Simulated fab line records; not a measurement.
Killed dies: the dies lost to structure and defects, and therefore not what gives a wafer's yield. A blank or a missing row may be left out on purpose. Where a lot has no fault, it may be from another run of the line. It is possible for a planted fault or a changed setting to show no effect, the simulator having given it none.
What tool caused it? || flow nand-harc || 24 lots, 72 wafers sampled, at 6 steps of a route of 1302

== WHAT EACH GAUGE READ, for each wafer ==
Not one reading of a measure or inspect step in the record can be checked against a usual standard deviation.

== EACH LOT AND THE TOOL THAT RAN IT (in order: tool; ch and the chambers of the sampled wafers; start) ==
{"lot": "L074", "NHARC_A_CONTACT_ETCH_49": "rie-diel-02 ch 2,3, day 21 16:52 or earlier", "NHARC_A_CONTACT_ETCH_113": "har-cap-etch-01 ch 0,1, day 21 16:52", "NHARC_A_CONTACT_ETCH_120": "har-cap-etch-01 ch 0,1, day 21 18:04", "NHARC_A_CONTACT_ETCH_123": "har-cap-etch-01 ch 0,1, day 21 18:34", "NHARC_A_CONTACT_DEP_57": "acl-dep-02 ch 0, day 21 21:16", "NHARC_A_CONTACT_ETCH_126": "har-cap-etch-02 ch 0, day 22 03:35"}
{"lot": "L077", "NHARC_A_CONTACT_ETCH_49": "rie-diel-02 ch 1,2,3, day 22 11:26 or earlier", "NHARC_A_CONTACT_ETCH_113": "har-cap-etch-03 ch 0,1, day 22 11:26", "NHARC_A_CONTACT_ETCH_120": "har-cap-etch-03 ch 0,1, day 22 12:38", "NHARC_A_CONTACT_ETCH_123": "har-cap-etch-03 ch 0,1, day 22 13:09", "NHARC_A_CONTACT_DEP_57": "acl-dep-01 ch 0, day 22 15:50", "NHARC_A_CONTACT_ETCH_126": "har-cap-etch-02 ch 0, day 22 21:23"}
{"lot": "L076", "NHARC_A_CONTACT_ETCH_49": "rie-diel-02 ch 0,1,2, day 22 13:19 or earlier", "NHARC_A_CONTACT_ETCH_113": "har-cap-etch-01 ch 0,1, day 22 13:19", "NHARC_A_CONTACT_ETCH_120": "har-cap-etch-01 ch 0,1, day 22 14:31", "NHARC_A_CONTACT_ETCH_123": "har-cap-etch-01 ch 0,1, day 22 15:01", "NHARC_A_CONTACT_DEP_57": "acl-dep-03 ch 0, day 22 18:05", "NHARC_A_CONTACT_ETCH_126": "har-cap-etch-01 ch 0,1, day 23 00:09"}
{"lot": "L075", "NHARC_A_CONTACT_ETCH_49": "rie-diel-11 ch 0,1,2, day 22 17:26 or earlier", "NHARC_A_CONTACT_ETCH_113": "har-cap-etch-03 ch 0, day 22 17:26", "NHARC_A_CONTACT_ETCH_120": "har-cap-etch-03 ch 0, day 22 18:38", "NHARC_A_CONTACT_ETCH_123": "har-cap-etch-03 ch 0, day 22 19:12", "NHARC_A_CONTACT_DEP_57": "acl-dep-02 ch 0, day 22 21:54", "NHARC_A_CONTACT_ETCH_126": "har-cap-etch-02 ch 0,1, day 23 03:29"}
{"lot": "L078", "NHARC_A_CONTACT_ETCH_49": "rie-diel-11 ch 0,3, day 23 01:49 or earlier", "NHARC_A_CONTACT_ETCH_113": "har-cap-etch-03 ch 0, day 23 01:49", "NHARC_A_CONTACT_ETCH_120": "har-cap-etch-03 ch 0, day 23 03:01", "NHARC_A_CONTACT_ETCH_123": "har-cap-etch-03 ch 0, day 23 03:31", "NHARC_A_CONTACT_DEP_57": "acl-dep-02 ch 0, day 23 06:38", "NHARC_A_CONTACT_ETCH_126": "har-cap-etch-01 ch 0,1, day 23 12:17"}
{"lot": "L080", "NHARC_A_CONTACT_ETCH_49": "rie-diel-11 ch 0,2,3, day 24 01:10 or earlier", "NHARC_A_CONTACT_ETCH_113": "har-cap-etch-02 ch 0,1, day 24 01:10", "NHARC_A_CONTACT_ETCH_120": "har-cap-etch-02 ch 0,1, day 24 02:20", "NHARC_A_CONTACT_ETCH_123": "har-cap-etch-02 ch 0,1, day 24 02:58", "NHARC_A_CONTACT_DEP_57": "acl-dep-03 ch 0, day 24 08:06", "NHARC_A_CONTACT_ETCH_126": "har-cap-etch-01 ch 0,1, day 24 13:08"}
{"lot": "L079", "NHARC_A_CONTACT_ETCH_49": "rie-diel-11 ch 1,3, day 24 14:10 or earlier", "NHARC_A_CONTACT_ETCH_113": "har-cap-etch-03 ch 0,1, day 24 14:10", "NHARC_A_CONTACT_ETCH_120": "har-cap-etch-03 ch 0,1, day 24 15:22", "NHARC_A_CONTACT_ETCH_123": "har-cap-etch-03 ch 0,1, day 24 15:52", "NHARC_A_CONTACT_DEP_57": "acl-dep-02 ch 0, day 24 21:29", "NHARC_A_CONTACT_ETCH_126": "har-cap-etch-01 ch 0,1, day 25 03:49"}
{"lot": "L082", "NHARC_A_CONTACT_ETCH_49": "rie-diel-04 ch 0,3, day 24 21:17 or earlier", "NHARC_A_CONTACT_ETCH_113": "har-cap-etch-02 ch 0,1, day 24 21:17", "NHARC_A_CONTACT_ETCH_120": "har-cap-etch-02 ch 0,1, day 24 22:52", "NHARC_A_CONTACT_ETCH_123": "har-cap-etch-02 ch 0,1, day 24 23:34", "NHARC_A_CONTACT_DEP_57": "acl-dep-03 ch 0, day 25 03:57", "NHARC_A_CONTACT_ETCH_126": "har-cap-etch-03 ch 0,1, day 25 09:38"}
{"lot": "L081", "NHARC_A_CONTACT_ETCH_49": "rie-diel-11 ch 1,2, day 25 02:53 or earlier", "NHARC_A_CONTACT_ETCH_113": "har-cap-etch-03 ch 0,1, day 25 02:53", "NHARC_A_CONTACT_ETCH_120": "har-cap-etch-03 ch 0,1, day 25 04:04", "NHARC_A_CONTACT_ETCH_123": "har-cap-etch-03 ch 0,1, day 25 04:35", "NHARC_A_CONTACT_DEP_57": "acl-dep-02 ch 0, day 25 06:46", "NHARC_A_CONTACT_ETCH_126": "har-cap-etch-02 ch 0,1, day 25 13:36"}
{"lot": "L083", "NHARC_A_CONTACT_ETCH_49": "rie-diel-11 ch 1,2,3, day 25 08:53 or earlier", "NHARC_A_CONTACT_ETCH_113": "har-cap-etch-02 ch 0,1, day 25 08:53", "NHARC_A_CONTACT_ETCH_120": "har-cap-etch-02 ch 0,1, day 25 10:05", "NHARC_A_CONTACT_ETCH_123": "har-cap-etch-02 ch 0,1, day 25 10:39", "NHARC_A_CONTACT_DEP_57": "acl-dep-02 ch 0, day 25 13:10", "NHARC_A_CONTACT_ETCH_126": "har-cap-etch-03 ch 0,1, day 25 19:12"}
{"lot": "L085", "NHARC_A_CONTACT_ETCH_49": "rie-diel-04 ch 0,1,3, day 25 19:30 or earlier", "NHARC_A_CONTACT_ETCH_113": "har-cap-etch-01 ch 0,1, day 25 19:30", "NHARC_A_CONTACT_ETCH_120": "har-cap-etch-01 ch 0,1, day 25 20:41", "NHARC_A_CONTACT_ETCH_123": "har-cap-etch-01 ch 0,1, day 25 21:13", "NHARC_A_CONTACT_DEP_57": "acl-dep-01 ch 0, day 26 01:25", "NHARC_A_CONTACT_ETCH_126": "har-cap-etch-03 ch 0,1, day 26 07:14"}
{"lot": "L084", "NHARC_A_CONTACT_ETCH_49": "rie-diel-11 ch 0,3, day 25 20:08 or earlier", "NHARC_A_CONTACT_ETCH_113": "har-cap-etch-02 ch 0,1, day 25 20:08", "NHARC_A_CONTACT_ETCH_120": "har-cap-etch-02 ch 0,1, day 25 21:20", "NHARC_A_CONTACT_ETCH_123": "har-cap-etch-02 ch 0,1, day 25 22:01", "NHARC_A_CONTACT_DEP_57": "acl-dep-02 ch 0, day 26 04:08", "NHARC_A_CONTACT_ETCH_126": "har-cap-etch-02 ch 0,1, day 26 08:44"}
{"lot": "L086", "NHARC_A_CONTACT_ETCH_49": "rie-diel-11 ch 0,1, day 26 00:58 or earlier", "NHARC_A_CONTACT_ETCH_113": "har-cap-etch-03 ch 0,1, day 26 00:58", "NHARC_A_CONTACT_ETCH_120": "har-cap-etch-03 ch 0,1, day 26 02:10", "NHARC_A_CONTACT_ETCH_123": "har-cap-etch-03 ch 0,1, day 26 02:44", "NHARC_A_CONTACT_DEP_57": "acl-dep-01 ch 0, day 26 06:31", "NHARC_A_CONTACT_ETCH_126": "har-cap-etch-01 ch 0,1, day 26 11:55"}
{"lot": "L087", "NHARC_A_CONTACT_ETCH_49": "rie-diel-02 ch 2,3, day 26 05:26 or earlier", "NHARC_A_CONTACT_ETCH_113": "har-cap-etch-01 ch 0,1, day 26 05:26", "NHARC_A_CONTACT_ETCH_120": "har-cap-etch-01 ch 0,1, day 26 06:38", "NHARC_A_CONTACT_ETCH_123": "har-cap-etch-01 ch 0,1, day 26 07:16", "NHARC_A_CONTACT_DEP_57": "acl-dep-01 ch 0, day 26 14:01", "NHARC_A_CONTACT_ETCH_126": "har-cap-etch-03 ch 0,1, day 26 19:07"}
{"lot": "L088", "NHARC_A_CONTACT_ETCH_49": "rie-diel-02 ch 0,1,3, day 27 03:56 or earlier", "NHARC_A_CONTACT_ETCH_113": "har-cap-etch-01 ch 0,1, day 27 03:56", "NHARC_A_CONTACT_ETCH_120": "har-cap-etch-01 ch 0,1, day 27 05:08", "NHARC_A_CONTACT_ETCH_123": "har-cap-etch-01 ch 0,1, day 27 05:46", "NHARC_A_CONTACT_DEP_57": "acl-dep-03 ch 0, day 27 08:49", "NHARC_A_CONTACT_ETCH_126": "har-cap-etch-02 ch 0,1, day 27 13:51"}
{"lot": "L090", "NHARC_A_CONTACT_ETCH_49": "rie-diel-02 ch 0,1,3, day 28 05:14 or earlier", "NHARC_A_CONTACT_ETCH_113": "har-cap-etch-01 ch 0,1, day 28 05:14", "NHARC_A_CONTACT_ETCH_120": "har-cap-etch-01 ch 0,1, day 28 06:26", "NHARC_A_CONTACT_ETCH_123": "har-cap-etch-01 ch 0,1, day 28 06:56", "NHARC_A_CONTACT_DEP_57": "acl-dep-01 ch 0, day 28 10:18", "NHARC_A_CONTACT_ETCH_126": "har-cap-etch-03 ch 0,1, day 28 16:23"}
{"lot": "L089", "NHARC_A_CONTACT_ETCH_49": "rie-diel-11 ch 2,3, day 28 05:27 or earlier", "NHARC_A_CONTACT_ETCH_113": "har-cap-etch-02 ch 0,1, day 28 05:27", "NHARC_A_CONTACT_ETCH_120": "har-cap-etch-02 ch 0,1, day 28 06:38", "NHARC_A_CONTACT_ETCH_123": "har-cap-etch-02 ch 0,1, day 28 07:13", "NHARC_A_CONTACT_DEP_57": "acl-dep-02 ch 0, day 28 11:25", "NHARC_A_CONTACT_ETCH_126": "har-cap-etch-01 ch 0,1, day 28 17:05"}
{"lot": "L092", "NHARC_A_CONTACT_ETCH_49": "rie-diel-02 ch 1,3, day 29 01:46 or earlier", "NHARC_A_CONTACT_ETCH_113": "har-cap-etch-01 ch 0,1, day 29 01:46", "NHARC_A_CONTACT_ETCH_120": "har-cap-etch-01 ch 0,1, day 29 02:57", "NHARC_A_CONTACT_ETCH_123": "har-cap-etch-01 ch 0,1, day 29 03:28", "NHARC_A_CONTACT_DEP_57": "acl-dep-01 ch 0, day 29 05:37", "NHARC_A_CONTACT_ETCH_126": "har-cap-etch-03 ch 0,1, day 29 12:10"}
{"lot": "L091", "NHARC_A_CONTACT_ETCH_49": "rie-diel-02 ch 1,3, day 29 02:37 or earlier", "NHARC_A_CONTACT_ETCH_113": "har-cap-etch-02 ch 0,1, day 29 02:37", "NHARC_A_CONTACT_ETCH_120": "har-cap-etch-02 ch 0,1, day 29 03:48", "NHARC_A_CONTACT_ETCH_123": "har-cap-etch-02 ch 0,1, day 29 04:19", "NHARC_A_CONTACT_DEP_57": "acl-dep-01 ch 0, day 29 09:21", "NHARC_A_CONTACT_ETCH_126": "har-cap-etch-01 ch 0, day 29 15:03"}
{"lot": "L093", "NHARC_A_CONTACT_ETCH_49": "rie-diel-02 ch 0,1,3, day 29 18:47 or earlier", "NHARC_A_CONTACT_ETCH_113": "har-cap-etch-02 ch 0,1, day 29 18:47", "NHARC_A_CONTACT_ETCH_120": "har-cap-etch-02 ch 0,1, day 29 19:59", "NHARC_A_CONTACT_ETCH_123": "har-cap-etch-02 ch 0,1, day 29 20:29", "NHARC_A_CONTACT_DEP_57": "acl-dep-02 ch 0, day 29 23:25", "NHARC_A_CONTACT_ETCH_126": "har-cap-etch-02 ch 0,1, day 30 05:05"}
{"lot": "L095", "NHARC_A_CONTACT_ETCH_49": "rie-diel-02 ch 1,3, day 30 21:00 or earlier", "NHARC_A_CONTACT_ETCH_113": "har-cap-etch-01 ch 0,1, day 30 21:00", "NHARC_A_CONTACT_ETCH_120": "har-cap-etch-01 ch 0,1, day 30 22:12", "NHARC_A_CONTACT_ETCH_123": "har-cap-etch-01 ch 0,1, day 30 22:43", "NHARC_A_CONTACT_DEP_57": "acl-dep-02 ch 0, day 31 03:51", "NHARC_A_CONTACT_ETCH_126": "har-cap-etch-01 ch 0,1, day 31 09:56"}
{"lot": "L097", "NHARC_A_CONTACT_ETCH_49": "rie-diel-02 ch 0,2,3, day 31 05:10 or earlier", "NHARC_A_CONTACT_ETCH_113": "har-cap-etch-02 ch 0,1, day 31 05:10", "NHARC_A_CONTACT_ETCH_120": "har-cap-etch-02 ch 0,1, day 31 06:22", "NHARC_A_CONTACT_ETCH_123": "har-cap-etch-02 ch 0,1, day 31 06:56", "NHARC_A_CONTACT_DEP_57": "acl-dep-02 ch 0, day 31 11:19", "NHARC_A_CONTACT_ETCH_126": "har-cap-etch-03 ch 0,1, day 31 16:50"}
{"lot": "L094", "NHARC_A_CONTACT_ETCH_49": "rie-diel-11 ch 0,2,3, day 31 05:29 or earlier", "NHARC_A_CONTACT_ETCH_113": "har-cap-etch-03 ch 0,1, day 31 05:29", "NHARC_A_CONTACT_ETCH_120": "har-cap-etch-03 ch 0,1, day 31 06:41", "NHARC_A_CONTACT_ETCH_123": "har-cap-etch-03 ch 0,1, day 31 07:11", "NHARC_A_CONTACT_DEP_57": "acl-dep-03 ch 0, day 31 11:33", "NHARC_A_CONTACT_ETCH_126": "har-cap-etch-01 ch 0,1, day 31 17:44"}
{"lot": "L096", "NHARC_A_CONTACT_ETCH_49": "rie-diel-02 ch 0,1,3, day 31 12:14 or earlier", "NHARC_A_CONTACT_ETCH_113": "har-cap-etch-02 ch 0,1, day 31 12:14", "NHARC_A_CONTACT_ETCH_120": "har-cap-etch-02 ch 0,1, day 31 13:26", "NHARC_A_CONTACT_ETCH_123": "har-cap-etch-02 ch 0,1, day 31 14:00", "NHARC_A_CONTACT_DEP_57": "acl-dep-02 ch 0, day 31 17:34", "NHARC_A_CONTACT_ETCH_126": "har-cap-etch-03 ch 0,1, day 31 23:49"}
- NHARC_A_CONTACT_ETCH_49: etches the open film in N2/H2, target depth 260 nm, time 475.3 s.
- NHARC_A_CONTACT_ETCH_113: etches the open film in C4F8/O2/Ar, time 190 s, target depth 1850 nm.
- NHARC_A_CONTACT_ETCH_120: etches the open film in C4F8/O2/Ar, time 190 s, target depth 1850 nm.
- NHARC_A_CONTACT_ETCH_123: etches the open film in C4F8/O2/Ar, time 490 s, target depth 2110 nm.
- NHARC_A_CONTACT_DEP_57: deposits aC, target thk 5300 nm.
- NHARC_A_CONTACT_ETCH_126: etches the open film in C4F8/O2/Ar, time 197 s, target depth 1918 nm.

== WHAT THE TOOLS THEMSELVES READ (means of the sampled wafers that have a number; where no wafer has one, the mark that the record gives instead) ==
NHARC_A_CONTACT_ETCH_49. Usual: drypump-motor-current-A 5.5 A, standard deviation 0.36; oes-product-au 0.999 a.u., standard deviation 0.0085; rf-vpp-V 431.5 V, standard deviation 2.8; showerhead-plenum-p-Torr 2.08 Torr, standard deviation 0.1; throttle-valve-pct 14.172 %, standard deviation 0.0082.
{"lot": "L074", "tool": "rie-diel-02", "drypump-motor-current-A (A)": 5.6, "oes-product-au (a.u.)": 0.995, "rf-vpp-V (V)": 428.7, "showerhead-plenum-p-Torr (Torr)": 1.97, "throttle-valve-pct (%)": 14.170, "flag": ""}
{"lot": "L077", "tool": "rie-diel-02", "drypump-motor-current-A (A)": 5.5, "oes-product-au (a.u.)": 1.009, "rf-vpp-V (V)": 430.8, "showerhead-plenum-p-Torr (Torr)": 2.04, "throttle-valve-pct (%)": 14.169, "flag": ""}
{"lot": "L076", "tool": "rie-diel-02", "drypump-motor-current-A (A)": 5.3, "oes-product-au (a.u.)": 1.006, "rf-vpp-V (V)": 431.0, "showerhead-plenum-p-Torr (Torr)": 2.04, "throttle-valve-pct (%)": 14.167, "flag": ""}
{"lot": "L075", "tool": "rie-diel-11", "drypump-motor-current-A (A)": 5.7, "oes-product-au (a.u.)": 1.000, "rf-vpp-V (V)": 431.2, "showerhead-plenum-p-Torr (Torr)": 2.10, "throttle-valve-pct (%)": 14.173, "flag": ""}
{"lot": "L078", "tool": "rie-diel-11", "drypump-motor-current-A (A)": 5.5, "oes-product-au (a.u.)": 0.990, "rf-vpp-V (V)": 434.2, "showerhead-plenum-p-Torr (Torr)": 2.20, "throttle-valve-pct (%)": 14.180, "flag": ""}
{"lot": "L080", "tool": "rie-diel-11", "drypump-motor-current-A (A)": 5.6, "oes-product-au (a.u.)": 0.993, "rf-vpp-V (V)": 434.1, "showerhead-plenum-p-Torr (Torr)": 2.17, "throttle-valve-pct (%)": 14.175, "flag": ""}
{"lot": "L079", "tool": "rie-diel-11", "drypump-motor-current-A (A)": 5.5, "oes-product-au (a.u.)": 1.004, "rf-vpp-V (V)": 430.4, "showerhead-plenum-p-Torr (Torr)": 2.02, "throttle-valve-pct (%)": 14.172, "flag": ""}
{"lot": "L082", "tool": "rie-diel-04", "drypump-motor-current-A (A)": 5.9, "oes-product-au (a.u.)": 0.990, "rf-vpp-V (V)": 429.1, "showerhead-plenum-p-Torr (Torr)": 2.00, "throttle-valve-pct (%)": 14.180, "flag": ""}
{"lot": "L081", "tool": "rie-diel-11", "drypump-motor-current-A (A)": 5.7, "oes-product-au (a.u.)": 0.995, "rf-vpp-V (V)": 430.3, "showerhead-plenum-p-Torr (Torr)": 2.01, "throttle-valve-pct (%)": 14.177, "flag": ""}
{"lot": "L083", "tool": "rie-diel-11", "drypump-motor-current-A (A)": 5.6, "oes-product-au (a.u.)": 0.993, "rf-vpp-V (V)": 431.4, "showerhead-plenum-p-Torr (Torr)": 2.08, "throttle-valve-pct (%)": 14.172, "flag": ""}
{"lot": "L085", "tool": "rie-diel-04", "drypump-motor-current-A (A)": 5.5, "oes-product-au (a.u.)": 0.995, "rf-vpp-V (V)": 430.3, "showerhead-plenum-p-Torr (Torr)": 2.01, "throttle-valve-pct (%)": 14.164, "flag": ""}
{"lot": "L084", "tool": "rie-diel-11", "drypump-motor-current-A (A)": 5.5, "oes-product-au (a.u.)": 1.001, "rf-vpp-V (V)": 434.4, "showerhead-plenum-p-Torr (Torr)": 2.19, "throttle-valve-pct (%)": 14.170, "flag": ""}
{"lot": "L086", "tool": "rie-diel-11", "drypump-motor-current-A (A)": 5.7, "oes-product-au (a.u.)": 0.998, "rf-vpp-V (V)": 432.2, "showerhead-plenum-p-Torr (Torr)": 2.11, "throttle-valve-pct (%)": 14.167, "flag": ""}
{"lot": "L087", "tool": "rie-diel-02", "drypump-motor-current-A (A)": 5.6, "oes-product-au (a.u.)": 0.998, "rf-vpp-V (V)": 428.8, "showerhead-plenum-p-Torr (Torr)": 1.97, "throttle-valve-pct (%)": 14.175, "flag": ""}
{"lot": "L088", "tool": "rie-diel-02", "drypump-motor-current-A (A)": 5.6, "oes-product-au (a.u.)": 1.001, "rf-vpp-V (V)": 433.1, "showerhead-plenum-p-Torr (Torr)": 2.11, "throttle-valve-pct (%)": 14.170, "flag": ""}
{"lot": "L090", "tool": "rie-diel-02", "drypump-motor-current-A (A)": 5.6, "oes-product-au (a.u.)": 1.002, "rf-vpp-V (V)": 432.3, "showerhead-plenum-p-Torr (Torr)": 2.11, "throttle-valve-pct (%)": 14.171, "flag": ""}
{"lot": "L089", "tool": "rie-diel-11", "drypump-motor-current-A (A)": 5.6, "oes-product-au (a.u.)": 1.009, "rf-vpp-V (V)": 433.6, "showerhead-plenum-p-Torr (Torr)": 2.14, "throttle-valve-pct (%)": 14.166, "flag": ""}
{"lot": "L092", "tool": "rie-diel-02", "drypump-motor-current-A (A)": 5.4, "oes-product-au (a.u.)": 0.999, "rf-vpp-V (V)": 431.9, "showerhead-plenum-p-Torr (Torr)": 2.10, "throttle-valve-pct (%)": 14.168, "flag": ""}
{"lot": "L091", "tool": "rie-diel-02", "drypump-motor-current-A (A)": 5.4, "oes-product-au (a.u.)": 0.999, "rf-vpp-V (V)": 432.9, "showerhead-plenum-p-Torr (Torr)": 2.10, "throttle-valve-pct (%)": 14.171, "flag": ""}
{"lot": "L093", "tool": "rie-diel-02", "drypump-motor-current-A (A)": 5.6, "oes-product-au (a.u.)": 0.997, "rf-vpp-V (V)": 432.2, "showerhead-plenum-p-Torr (Torr)": 2.10, "throttle-valve-pct (%)": 14.167, "flag": ""}
{"lot": "L095", "tool": "rie-diel-02", "drypump-motor-current-A (A)": 5.4, "oes-product-au (a.u.)": 1.003, "rf-vpp-V (V)": 432.7, "showerhead-plenum-p-Torr (Torr)": 2.10, "throttle-valve-pct (%)": 14.178, "flag": ""}
{"lot": "L097", "tool": "rie-diel-02", "drypump-motor-current-A (A)": 5.7, "oes-product-au (a.u.)": 0.999, "rf-vpp-V (V)": 429.2, "showerhead-plenum-p-Torr (Torr)": 2.03, "throttle-valve-pct (%)": 14.174, "flag": ""}
{"lot": "L094", "tool": "rie-diel-11", "drypump-motor-current-A (A)": 5.6, "oes-product-au (a.u.)": 1.002, "rf-vpp-V (V)": 433.5, "showerhead-plenum-p-Torr (Torr)": 2.15, "throttle-valve-pct (%)": 14.166, "flag": ""}
{"lot": "L096", "tool": "rie-diel-02", "drypump-motor-current-A (A)": 5.6, "oes-product-au (a.u.)": 1.002, "rf-vpp-V (V)": 432.4, "showerhead-plenum-p-Torr (Torr)": 2.10, "throttle-valve-pct (%)": 14.173, "flag": ""}

NHARC_A_CONTACT_DEP_57. Usual: throttle-valve-pct at 34.999 %, with a standard deviation of 0.0096.
{"lot": "L074", "tool": "acl-dep-02", "throttle-valve-pct (%)": 34.996, "flag": ""}
{"lot": "L077", "tool": "acl-dep-01", "throttle-valve-pct (%)": 35.005, "flag": ""}
{"lot": "L076", "tool": "acl-dep-03", "throttle-valve-pct (%)": 35.007, "flag": ""}
{"lot": "L075", "tool": "acl-dep-02", "throttle-valve-pct (%)": 34.999, "flag": ""}
{"lot": "L078", "tool": "acl-dep-02", "throttle-valve-pct (%)": 35.011, "flag": ""}
{"lot": "L080", "tool": "acl-dep-03", "throttle-valve-pct (%)": 35.003, "flag": ""}
{"lot": "L079", "tool": "acl-dep-02", "throttle-valve-pct (%)": 34.999, "flag": ""}
{"lot": "L082", "tool": "acl-dep-03", "throttle-valve-pct (%)": 35.005, "flag": ""}
{"lot": "L081", "tool": "acl-dep-02", "throttle-valve-pct (%)": 34.998, "flag": ""}
{"lot": "L083", "tool": "acl-dep-02", "throttle-valve-pct (%)": 35.000, "flag": ""}
{"lot": "L085", "tool": "acl-dep-01", "throttle-valve-pct (%)": 34.994, "flag": ""}
{"lot": "L084", "tool": "acl-dep-02", "throttle-valve-pct (%)": 35.002, "flag": ""}
{"lot": "L086", "tool": "acl-dep-01", "throttle-valve-pct (%)": 35.002, "flag": ""}
{"lot": "L087", "tool": "acl-dep-01", "throttle-valve-pct (%)": 35.007, "flag": ""}
{"lot": "L088", "tool": "acl-dep-03", "throttle-valve-pct (%)": 34.997, "flag": ""}
{"lot": "L090", "tool": "acl-dep-01", "throttle-valve-pct (%)": 35.003, "flag": ""}
{"lot": "L089", "tool": "acl-dep-02", "throttle-valve-pct (%)": 35.000, "flag": ""}
{"lot": "L092", "tool": "acl-dep-01", "throttle-valve-pct (%)": 35.002, "flag": ""}
{"lot": "L091", "tool": "acl-dep-01", "throttle-valve-pct (%)": 35.005, "flag": ""}
{"lot": "L093", "tool": "acl-dep-02", "throttle-valve-pct (%)": 34.998, "flag": ""}
{"lot": "L095", "tool": "acl-dep-02", "throttle-valve-pct (%)": 34.991, "flag": ""}
{"lot": "L097", "tool": "acl-dep-02", "throttle-valve-pct (%)": 35.002, "flag": ""}
{"lot": "L094", "tool": "acl-dep-03", "throttle-valve-pct (%)": 34.994, "flag": ""}
{"lot": "L096", "tool": "acl-dep-02", "throttle-valve-pct (%)": 34.997, "flag": ""}

== THE ANSWER, worked out from the rows above alone ==
Rule: a lot counts as off when the mean over its wafers that have a number is more than 3 standard deviations away from the usual mean. A lot without any number at a reading at which 4 lots or more have one is off too. The other lots that the step has rows for count as sound. After the gauges, taken in route order, come the tools' own readings; for these a lot's mean is taken, as printed above. The first step at which some lot is off is used, and at that step the reading that is off furthest; a lot without a number counts as furthest.
No lot is off at any reading shown: from this, nothing can be told.

== WHAT THE SIMULATOR PUT IN ==
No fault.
